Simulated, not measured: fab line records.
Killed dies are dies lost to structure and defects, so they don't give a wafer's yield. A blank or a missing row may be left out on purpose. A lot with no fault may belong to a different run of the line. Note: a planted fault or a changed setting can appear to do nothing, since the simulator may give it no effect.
Chamber matching -- flow nand harc -- NHARC_A_M0_PRE_CLEAN_31 on pecvd-02 has 3 sister chambers
The step time 12 s. 6 wafers are shown with their chamber, then 7 later ones without.

== EACH WAFER AND ITS CHAMBER ==
wafer,chamber,heater power w (W)
L074.4,0,588
L075.5,0,616
L081.4,1,650
L081.6,2,771
L080.1,2,679
L080.2,1,622

== WAFERS WHOSE CHAMBER IS MISSING ==
wafer,heater power w (W)
L080.3,631
L087.4,627
L087.5,734
L087.6,544
L096.2,672
L096.3,606
L096.5,779

== WHICH CHAMBER EACH ONE RAN IN ==
wafer,from the rows above,in truth
L080.3,can't be placed: 1 or 0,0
L087.4,can't be placed: 1 or 0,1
L087.5,2,2
L087.6,can't be placed: 0 or 1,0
L096.2,can't be placed: 1 or 2 or 0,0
L096.3,can't be placed: 0 or 1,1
L096.5,2,2
Placed correctly: 2 of 7. Cannot be placed on the basis of these rows: 5; the candidates contain the true chamber in 5. Placed wrongly: 0.
How it was worked out, from the rows above alone: a wafer's distance from a chamber is the root of the sum, over the readings, of the square of ((its reading less the chamber's mean) divided by the reading's scatter). The wafer belongs to the nearest chamber; if the next one is less than 2 further off, it can't be placed. Each chamber's mean is taken over the wafers shown for it. The scatter: the root of (the sum of the squares of (reading less its chamber's mean) over the shown wafers, divided by (wafers less chambers)).
